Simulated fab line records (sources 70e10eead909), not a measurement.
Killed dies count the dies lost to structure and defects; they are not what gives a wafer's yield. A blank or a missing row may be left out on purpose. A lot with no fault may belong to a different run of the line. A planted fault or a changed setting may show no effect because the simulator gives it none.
Which tool did it?	flow nandHarc	Sampling: 13 lots, 39 wafers, 5 of 1302 route steps

## WHAT THE GAUGES SHOWED, per wafer
NHARC_A_BONDPAD_OVL_MEAS_35. Usual: overlayXNm 0 nm, standard deviation 7.4; overlayYNm 1 nm, standard deviation 5.8.
lot	measured	on	overlayXNm (nm)	overlayYNm (nm)	flag
L822	day 23 20:58	overlay-01	-12 -12 -12	-14 -14 -15	
L824	day 24 14:28	overlay-01	17 16 16	5 4 4	
L823	day 24 15:17	overlay-01	-3 -4 -3	-5 -5 -5	
L825	day 25 08:17	overlay-01	8 7 8	12 12 11	
L826	day 25 13:49	overlay-02	-10 -9 -9	3 3 3	
L827	day 25 18:09	overlay-02	-12 -12 -12	2 2 2	
L829	day 26 10:52	overlay-01	5 5 5	-1 -1 -1	
L828	day 26 13:08	overlay-02	1 1 1	-5 -6 -5	
L836	day 30 06:34	overlay-01	-11 -10 -11	6 6 6	
L841	day 31 19:52	overlay-01	3 3 3	2 2 2	
L842	day 31 21:20	overlay-02	-5 -5 -5	-2 -2 -2	
L840	day 32 05:56	overlay-02	8 8 8	0 0 0	
L843	day 32 08:54	overlay-02	7 7 6	1 2 2	

NHARC_END_SORT_01. Usual: for defectLimitedYield, 90 % with a standard deviation of 3.3; for killedAtArray, 61 with a standard deviation of 23; for killedAtOther, 1.3 with a standard deviation of 1.4; for killedAtPeriphery, 4.0 with a standard deviation of 2.6; for killedDies, 66 with a standard deviation of 22; for killedOpen, 3.4 with a standard deviation of 1.8; for killedShort, 2.3 with a standard deviation of 1.4.
lot	measured	on	defectLimitedYield (%)	killedAtArray	killedAtOther	killedAtPeriphery	killedDies	killedOpen	killedShort	flag
L826	day 26 21:11	prober-02	96 95 95	26 33 30	1 1 0	3 2 2	30 36 32	6 3 2	4 3 2	
L827	day 27 04:28	prober-01	83 83 83	106 111 114	2 1 2	4 1 2	112 113 118	3 2 2	3 3 4	
L829	day 27 16:37	prober-02	95 93 93	27 32 32	1 3 5	6 12 8	34 47 45	3 5 4	2 4 3	
L828	day 27 16:38	prober-01	83 84 84	111 103 105	0 1 0	2 6 3	113 110 108	2 3 5	1 1 3	
L841	day 33 03:31	prober-01	91 91 90	57 57 60	0 1 1	4 4 4	61 62 65	2 6 4	2 0 3	

## TOOL THAT RAN EACH LOT (tool first, then ch and the chambers of the sampled wafers, then the start)
lot	NHARC_A_M1_DEGAS_29	NHARC_A_BONDPAD_SOFTBAKE_04	NHARC_A_BONDPAD_ETCH_34
L822	pvdSputter-03, day 23 17:24	lithoTrack-02 ch 0, day 23 20:00	rieDiel-11 ch 0,2, day 23 21:11
L824	pvdSputter-01, day 24 10:47	lithoTrack-02 ch 0, day 24 13:00	rieDiel-07 ch 0,1,2, day 24 14:41
L823	pvdSputter-01, day 24 11:43	lithoTrack-02 ch 0, day 24 14:00	rieDiel-07 ch 0,3, day 24 15:31
L825	pvdSputter-03, day 25 04:40	lithoTrack-03 ch 0, day 25 07:00	rieDiel-07 ch 0,2,3, day 25 08:30
L826	pvdSputter-03, day 25 10:14	lithoTrack-02 ch 0, day 25 13:00	rieDiel-07 ch 0,2, day 25 14:01
L827	pvdSputter-03, day 25 14:43	lithoTrack-02 ch 0, day 25 17:00	rieDiel-07 ch 0,2,3, day 25 18:22
L829	pvdSputter-03, day 26 07:13	lithoTrack-03 ch 0, day 26 10:00	rieDiel-07 ch 1,2,3, day 26 11:04
L828	pvdSputter-03, day 26 09:41	lithoTrack-05 ch 0, day 26 12:00	rieDiel-04 ch 0,1,3, day 26 13:21
L836	pvdSputter-03, day 30 02:53	lithoTrack-03 ch 0, day 30 06:00	rieDiel-07 ch 0,1, day 30 06:47
L841	pvdSputter-02, day 31 16:25	lithoTrack-02 ch 0, day 31 19:00	rieDiel-11 ch 1,2,3, day 31 20:05
L842	pvdSputter-01, day 31 17:47	lithoTrack-02 ch 0, day 31 20:00	rieDiel-07 ch 1,2, day 31 21:34
L840	pvdSputter-02, day 32 01:54	lithoTrack-02 ch 0, day 32 05:00	rieDiel-07 ch 1,2,3, day 32 06:09
L843	pvdSputter-03, day 32 05:22	lithoTrack-03 ch 0, day 32 08:00	rieDiel-07 ch 0,1,3, day 32 09:07
- NHARC_A_M1_DEGAS_29: time 60 s.
- NHARC_A_BONDPAD_SOFTBAKE_04: time 70 s.
- NHARC_A_BONDPAD_ETCH_34: etches the open film in N2/H2, target depth 60 nm, overetch 18 nm, time 65.91 s.

## AS READ BY THE TOOLS THEMSELVES (means over the sampled wafers that have a number; for cases with no such wafer, the mark the record gives instead)
NHARC_A_M1_DEGAS_29. Usual: heaterPowerW at 337 W, with a standard deviation of 38.
lot	tool	heaterPowerW (W)	flag
L822	pvdSputter-03	314	
L824	pvdSputter-01	357	
L823	pvdSputter-01	343	
L825	pvdSputter-03	331	
L826	pvdSputter-03	352	
L827	pvdSputter-03	300	
L829	pvdSputter-03	355	
L828	pvdSputter-03	352	
L836	pvdSputter-03	351	
L841	pvdSputter-02	355	
L842	pvdSputter-01	319	
L840	pvdSputter-02	359	
L843	pvdSputter-03	332	

NHARC_A_BONDPAD_SOFTBAKE_04. Usual: heaterPowerTotalW at 200.9 W, with a standard deviation of 1.3.
lot	tool	heaterPowerTotalW (W)	flag
L822	lithoTrack-02	199.6	
L824	lithoTrack-02	201.8	
L823	lithoTrack-02	200.3	
L825	lithoTrack-03	200.5	
L826	lithoTrack-02	202.0	
L827	lithoTrack-02	199.9	
L829	lithoTrack-03	199.6	
L828	lithoTrack-05	201.3	
L836	lithoTrack-03	247.1	OFF
L841	lithoTrack-02	200.0	
L842	lithoTrack-02	201.1	
L840	lithoTrack-02	201.5	
L843	lithoTrack-03	200.5	

NHARC_A_BONDPAD_ETCH_34. Usual: for chamberPressureMTorr, 30.004 mTorr with a standard deviation of 0.029; for drypumpMotorCurrentA, 5.7 A with a standard deviation of 0.43; for mfcArSccm, 0.006 sccm with a standard deviation of 0.0075; for oesProductAu, 1.004 a.u. with a standard deviation of 0.0073; for rfVppV, 431.6 V with a standard deviation of 2.6; for showerheadPlenumPTorr, 2.09 Torr with a standard deviation of 0.087; for throttleValvePct, 14.173 % with a standard deviation of 0.01.
lot	tool	chamberPressureMTorr (mTorr)	drypumpMotorCurrentA (A)	mfcArSccm (sccm)	oesProductAu (a.u.)	rfVppV (V)	showerheadPlenumPTorr (Torr)	throttleValvePct (%)	flag
L822	rieDiel-11	30.014	5.9	0.000	1.008	429.9	2.02	14.180	
L824	rieDiel-07	30.007	5.8	0.009	1.008	431.4	2.05	14.173	
L823	rieDiel-07	30.039	5.4	0.000	1.007	433.0	2.11	14.177	
L825	rieDiel-07	30.015	5.6	0.006	1.008	433.0	2.11	14.170	
L826	rieDiel-07	30.010	6.0	0.013	1.012	431.2	2.09	14.176	
L827	rieDiel-07	29.996	5.6	0.006	1.006	431.7	2.11	14.173	
L829	rieDiel-07	30.011	5.7	0.009	1.000	431.3	2.06	14.170	
L828	rieDiel-04	30.022	5.4	0.000	1.005	431.3	2.11	14.183	
L836	rieDiel-07	30.002	5.6	0.005	1.010	429.6	2.01	14.169	
L841	rieDiel-11	30.033	5.4	0.001	1.004	434.7	2.20	14.160	
L842	rieDiel-07	29.976	6.1	0.015	1.008	429.9	2.05	14.177	
L840	rieDiel-07	30.030	5.7	0.009	1.007	430.9	2.06	14.169	
L843	rieDiel-07	30.000	5.4	0.003	0.999	431.2	2.06	14.163	

## THE ANSWER, worked out from the rows above alone
Rule: take the mean of a lot's wafers that have a number; if it is more than 3 standard deviations from the usual mean, the lot is off. A lot without any number at a reading at which 4 lots or more have one is off too. All remaining lots with rows at the step are treated as sound. Order of review: gauges by route order, followed by the tools' own readings, for which a lot's mean as printed above is used. At the first step where some lot is off, the reading lying furthest off is the one used; lots without a number count as furthest.
Off at NHARC_A_BONDPAD_SOFTBAKE_04 (heaterPowerTotalW): L836.
If a tool, at that step or one of the process steps before it, ran each lot that is off and ran no sound lot following the first of them, it fits. Not one of the candidates tried fits.

## WHAT THE SIMULATOR HAD INSERTED
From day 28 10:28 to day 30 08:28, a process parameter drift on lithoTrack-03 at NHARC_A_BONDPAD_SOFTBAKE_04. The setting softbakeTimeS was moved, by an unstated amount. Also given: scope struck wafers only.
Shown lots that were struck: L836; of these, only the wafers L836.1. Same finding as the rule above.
